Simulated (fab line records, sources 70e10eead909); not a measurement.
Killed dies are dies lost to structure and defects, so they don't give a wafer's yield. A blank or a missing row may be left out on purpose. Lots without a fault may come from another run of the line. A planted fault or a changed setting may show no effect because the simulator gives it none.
Which tool did it? | flow nand_harc | 14 lots, 42 wafers sampled, at 5 steps of a route of 1159

WHAT THE GAUGES READ, wafer by wafer
NHARC_END_SORT_01.
lot  | measured     | on        | killed_at_array | killed_at_other | killed_at_periphery | killed_dies | killed_open | killed_short
L469 | day 23 10:12 | prober-01 | 37 16 676       | 0 1 0           | 0 7 1               | 37 24 677   | 4 3 3       | 2 1 3
L466 | day 24 00:25 | prober-02 | 676 675 45      | 0 0 1           | 1 2 11              | 677 677 57  | 6 2 3       | 0 1 2

WHICH TOOL RAN EACH LOT (tool, then ch and the chambers of the sampled wafers, then the start)
lot  | NHARC_A_CONTACT_DEP_28        | NHARC_A_BLC_ALD_23                  | NHARC_A_M0_DEP_32               | NHARC_THIN_TSV_DEP_43
L459 | acl_dep-01 ch 0, day 16 02:52 | ald_metal-03 ch 1,2, day 17 11:45   | pecvd-04 ch 1,2, day 17 22:25   | pecvd-03 ch 0,2, day 21 13:24
L458 | acl_dep-02 ch 0, day 16 03:33 | ald_metal-02 ch 0,1,3, day 17 12:45 | pecvd-04 ch 0,1,2, day 17 23:02 | pecvd-03 ch 1,2, day 21 14:36
L461 | acl_dep-02 ch 0, day 16 08:35 | ald_metal-03 ch 2,3, day 17 14:39   | pecvd-01 ch 0,1, day 17 23:28   | pecvd-01 ch 0,2, day 21 17:02
L460 | acl_dep-01 ch 0, day 16 09:00 | ald_metal-04 ch 0,2,3, day 17 13:20 | pecvd-02 ch 0,1,2, day 17 23:24 | pecvd-02 ch 0,2, day 21 15:50
L465 | acl_dep-02 ch 0, day 18 01:47 | ald_metal-03 ch 0,1,3, day 19 07:16 | pecvd-04 ch 0,2, day 19 12:13   | pecvd-03 ch 0,1,2, day 21 20:34
L469 | acl_dep-02 ch 0, day 18 17:07 | ald_metal-04 ch 1,3, day 19 19:24   | pecvd-04 ch 0, day 20 00:12     | pecvd-01 ch 0,2, day 21 23:06
L466 | acl_dep-02 ch 0, day 18 23:13 | ald_metal-03 ch 2, day 20 03:10     | pecvd-04 ch 1, day 20 12:16     | pecvd-02 ch 1, day 22 01:38
L468 | acl_dep-03 ch 0, day 18 23:14 | ald_metal-04 ch 0,1,3, day 20 02:34 | pecvd-02 ch 0,1, day 20 11:46   | pecvd-03 ch 0,1, day 22 00:16
L470 | acl_dep-03 ch 0, day 19 16:55 | ald_metal-03 ch 0,1,3, day 20 23:41 | pecvd-02 ch 1,2, day 21 17:23   | pecvd-03 ch 1,2, day 22 18:44
L476 | acl_dep-03 ch 0, day 20 06:04 | ald_metal-04 ch 1,2, day 21 18:56   | pecvd-01 ch 0,1,2, day 22 07:59 | pecvd-03 ch 0,1, day 23 06:37
L478 | acl_dep-01 ch 0, day 20 19:21 | ald_metal-04 ch 0,3, day 21 23:43   | pecvd-02 ch 0,1,2, day 22 08:26 | pecvd-03 ch 0,1,2, day 23 07:47
L480 | acl_dep-01 ch 0, day 21 14:16 | ald_metal-04 ch 0,2, day 22 18:44   | pecvd-04 ch 0,2, day 22 23:50   | pecvd-01 ch 0,2, day 23 21:29
L479 | acl_dep-02 ch 0, day 21 16:04 | ald_metal-03 ch 0,2,3, day 22 20:02 | pecvd-01 ch 0,1,2, day 23 06:05 | pecvd-03 ch 0,2, day 24 06:04
L481 | acl_dep-03 ch 0, day 22 02:53 | ald_metal-04 ch 0,2,3, day 23 11:36 | pecvd-04 ch 1,2, day 23 16:30   | pecvd-03 ch 1,2, day 24 13:24
- NHARC_A_CONTACT_DEP_28: deposits aC, target thk 3600 nm.
- NHARC_A_BLC_ALD_23: deposits TiN, target thk 3 nm, pulse time 1 s, ald cycles 150.
- NHARC_A_M0_DEP_32: deposits SiCN, target thk 30 nm.
- NHARC_THIN_TSV_DEP_43: deposits SiO2, target thk 1328.5 nm.

WHAT THE TOOLS THEMSELVES READ (means of the sampled wafers that have a number; where no wafer has one, the mark that the record gives instead)
NHARC_A_CONTACT_DEP_28.
lot  | tool       | throttle_valve_pct (%)
L459 | acl_dep-01 | 35.006
L458 | acl_dep-02 | 35.000
L461 | acl_dep-02 | 34.996
L460 | acl_dep-01 | 35.000
L465 | acl_dep-02 | 34.995
L469 | acl_dep-02 | 35.002
L466 | acl_dep-02 | 34.999
L468 | acl_dep-03 | 34.994
L470 | acl_dep-03 | 34.995
L476 | acl_dep-03 | 35.005
L478 | acl_dep-01 | 34.998
L480 | acl_dep-01 | 34.998
L479 | acl_dep-02 | 35.004
L481 | acl_dep-03 | 35.005

NHARC_A_BLC_ALD_23.
lot  | tool         | heater_power_w (W) | precursor_pulse_height_rel
L459 | ald_metal-03 | 1005               | 1.023
L458 | ald_metal-02 | 1068               | 1.002
L461 | ald_metal-03 | 964                | 1.018
L460 | ald_metal-04 | 1098               | 1.004
L465 | ald_metal-03 | 1017               | 1.009
L469 | ald_metal-04 | 978                | 1.018
L466 | ald_metal-03 | 988                | 1.000
L468 | ald_metal-04 | 1051               | 0.992
L470 | ald_metal-03 | 1044               | 0.987
L476 | ald_metal-04 | 1016               | 1.001
L478 | ald_metal-04 | 1094               | 0.995
L480 | ald_metal-04 | 1147               | 1.014
L479 | ald_metal-03 | 967                | 0.995
L481 | ald_metal-04 | 1103               | 0.996

NHARC_A_M0_DEP_32.
lot  | tool     | heater_power_w (W)
L459 | pecvd-04 | 633
L458 | pecvd-04 | 555
L461 | pecvd-01 | 499
L460 | pecvd-02 | 575
L465 | pecvd-04 | 436
L469 | pecvd-04 | 450
L466 | pecvd-04 | 745
L468 | pecvd-02 | 625
L470 | pecvd-02 | 565
L476 | pecvd-01 | 590
L478 | pecvd-02 | 556
L480 | pecvd-04 | 477
L479 | pecvd-01 | 585
L481 | pecvd-04 | 565

NHARC_THIN_TSV_DEP_43.
lot  | tool     | throttle_valve_pct (%)
L459 | pecvd-03 | 16.3
L458 | pecvd-03 | 16.2
L461 | pecvd-01 | 16.1
L460 | pecvd-02 | 16.2
L465 | pecvd-03 | 16.3
L469 | pecvd-01 | 16.0
L466 | pecvd-02 | 16.8
L468 | pecvd-03 | 16.5
L470 | pecvd-03 | 15.9
L476 | pecvd-03 | 16.7
L478 | pecvd-03 | 16.3
L480 | pecvd-01 | 16.2
L479 | pecvd-03 | 16.6
L481 | pecvd-03 | 15.9

THE ANSWER, worked out from the rows above alone
Rule: what is usual is taken from the lots themselves. Put in order of their means at a reading, lots are off if they are a third of the lots or fewer, leave a main group of 4 or more, and stand apart from it by a gap of 3 or more times the standard deviation of the main group's means; of several such gaps the widest counts. A main group whose means are all the same, to the digits that the tables above print for the reading, isn't used. A lot without any number at a reading at which 4 lots or more have one is off too. The other lots that the step has rows for count as sound. The gauges are gone through in route order, then the tools' own readings, and for those a lot's mean is taken as printed above. The first step at which some lot is off is used, and at that step the reading that is off furthest; a lot without a number counts as furthest.
No lot is off at any reading shown: from this, nothing can be told.

WHAT THE SIMULATOR HAD PUT IN
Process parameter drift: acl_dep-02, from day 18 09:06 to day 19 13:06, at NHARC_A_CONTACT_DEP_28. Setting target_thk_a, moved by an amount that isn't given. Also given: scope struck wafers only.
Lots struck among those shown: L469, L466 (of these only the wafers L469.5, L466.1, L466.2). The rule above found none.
